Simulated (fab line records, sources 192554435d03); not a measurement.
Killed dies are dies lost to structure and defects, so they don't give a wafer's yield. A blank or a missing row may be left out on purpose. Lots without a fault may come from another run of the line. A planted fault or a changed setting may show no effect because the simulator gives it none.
Split-lot experiment | flow n5_finfet | 7 lots, 39 wafers read, on a route of 1938 steps

THE SPLIT
At N5_DUMMY_GATE_ETCH_42 (etches SiO2 in CHF3/O2, target depth 3.5 nm, time 31 s), the setting bias_w was moved away from the recipe's 12 W on 18 of the 39 wafers read, by -14.1% to +10.7%. The other wafers ran this setting at the recipe's value.

The reading is taken at the split's own step.

THE READING
rf_vpp_V, in V, at N5_DUMMY_GATE_ETCH_42 (etches SiO2 in CHF3/O2, target depth 3.5 nm, time 31 s). Fault-free wafers of this fab line usually give 42.7 V, standard deviation 1 V.

wafer  | tool, chamber at the split | bias_w as run, W | against the recipe | rf_vpp_V, V | against lot-mates on the recipe
L074.1 | rie_diel-03, 1             | 13.06            | +8.8%              | 44.5        | +2.2
L074.2 | rie_diel-03, 0             | 12               | recipe             | 41.1        | -
L074.3 | rie_diel-03, 3             | 13.06            | +8.8%              | 46.8        | +4.5
L074.4 | rie_diel-03, 2             | 13.06            | +8.8%              | 46.0        | +3.7
L074.5 | rie_diel-03, 3             | 12               | recipe             | 42.8        | -
L074.6 | rie_diel-03, 2             | 12               | recipe             | 43.0        | -
L077.1 | rie_diel-06, 0             | 12               | recipe             | 43.3        | -
L077.2 | rie_diel-06, 3             | 12.88            | +7.3%              | 46.2        | +2.8
L077.3 | rie_diel-06, 1             | 12.88            | +7.3%              | 45.3        | +1.9
L077.4 | rie_diel-06, 2             | 12               | recipe             | 43.1        | -
L077.5 | rie_diel-06, 1             | 12.88            | +7.3%              | 45.3        | +1.9
L077.6 | rie_diel-06, 0             | 12               | recipe             | 43.7        | -
L078.1 | rie_diel-03, 3             | 13.19            | +9.9%              | 45.3        | +2.6
L078.2 | rie_diel-03, 2             | 12               | recipe             | 42.5        | -
L078.3 | rie_diel-03, 0             | 13.19            | +9.9%              | 46.0        | +3.3
L078.4 | rie_diel-03, 1             | 13.19            | +9.9%              | 44.5        | +1.8
L078.5 | rie_diel-03, 0             | 12               | recipe             | 41.6        | -
L078.6 | rie_diel-03, 3             | 12               | recipe             | 43.9        | -
L080.1 | rie_diel-06, 3             | 13.28            | +10.7%             | 47.3        | +5.0
L080.2 | rie_diel-06, 0             | 13.28            | +10.7%             | 46.2        | +3.9
L080.3 | rie_diel-06, 1             | 12               | recipe             | 42.4        | -
L080.4 | rie_diel-06, 2             | 12               | recipe             | 41.3        | -
L080.5 | rie_diel-06, 3             | 12               | recipe             | 43.3        | -
L080.6 | rie_diel-06, 2             | 13.28            | +10.7%             | 45.5        | +3.2
L085.1 | rie_diel-06, 3             | 10.31            | -14.1%             | 38.6        | -4.2
L085.2 | rie_diel-06, 2             | 12               | recipe             | 42.5        | -
L085.3 | rie_diel-06, 0             | 10.31            | -14.1%             | 37.6        | -5.2
L085.4 | rie_diel-06, 1             | 12               | recipe             | 43.1        | -
L085.5 | rie_diel-06, 0             | 10.31            | -14.1%             | 39.2        | -3.6
L085.6 | rie_diel-06, 1             | 12               | recipe             | 42.9        | -
L092.4 | rie_diel-05, 1             | 12               | recipe             | 41.4        | -
L092.5 | rie_diel-05, 0             | 12               | recipe             | 42.2        | -
L092.6 | rie_diel-05, 3             | 12               | recipe             | 44.2        | -
L095.1 | rie_diel-06, 2             | 13.26            | +10.5%             | 45.2        | +2.8
L095.2 | rie_diel-06, 0             | 12               | recipe             | 42.2        | -
L095.3 | rie_diel-06, 3             | 13.26            | +10.5%             | 47.1        | +4.7
L095.4 | rie_diel-06, 2             | 12               | recipe             | 42.5        | -
L095.5 | rie_diel-06, 0             | 12               | recipe             | 42.6        | -
L095.6 | rie_diel-06, 3             | 13.26            | +10.5%             | 48.4        | +6.0

THE FIT
A straight line over all 39 wafers: rf_vpp_V changes by +0.328 V for each +1% of bias_w; r = +0.93; the points scatter about the line by 0.91 V.
The same after taking each lot's own level away (the mean of its wafers on the recipe; 39 wafers): +0.338 V for each +1%; r = +0.93; scatter 0.9 V.
On that fit, the largest move of bias_w shifts the reading by 4.8 V.
The lots' own levels span 42.30 to 43.37 V, that is 1.1 times the standard deviation above.
So the lot-to-lot level changes the slope little: the two slopes agree.
Check: with one of the wafers moved furthest among these (-14.1%) left out of the fit, the line predicts -4.78 V for it against its lot-mates. It came out at -4.23 V against them.
Tool readings at the split's step, against how far the setting was moved: rf_vpp_V r = +0.93.

OTHER SPLITS ON THESE WAFERS
These wafers also went through other splits before the reading. Each is held against what the fit with the lots' levels taken away leaves over:
other split on the same wafers    | wafers away from the commonest value | r with rf_vpp_V (lot level and that fit taken away)
N5_WELL_APT_IMPLANT_32 energy_kev | 18                                   | +0.01
N5_WELL_APT_EPI_41 time_s         | 12                                   | -0.10

THE FILE'S OWN FIT
rf_vpp_V changes by +0.342 V for each +1% of bias_w, r = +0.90.
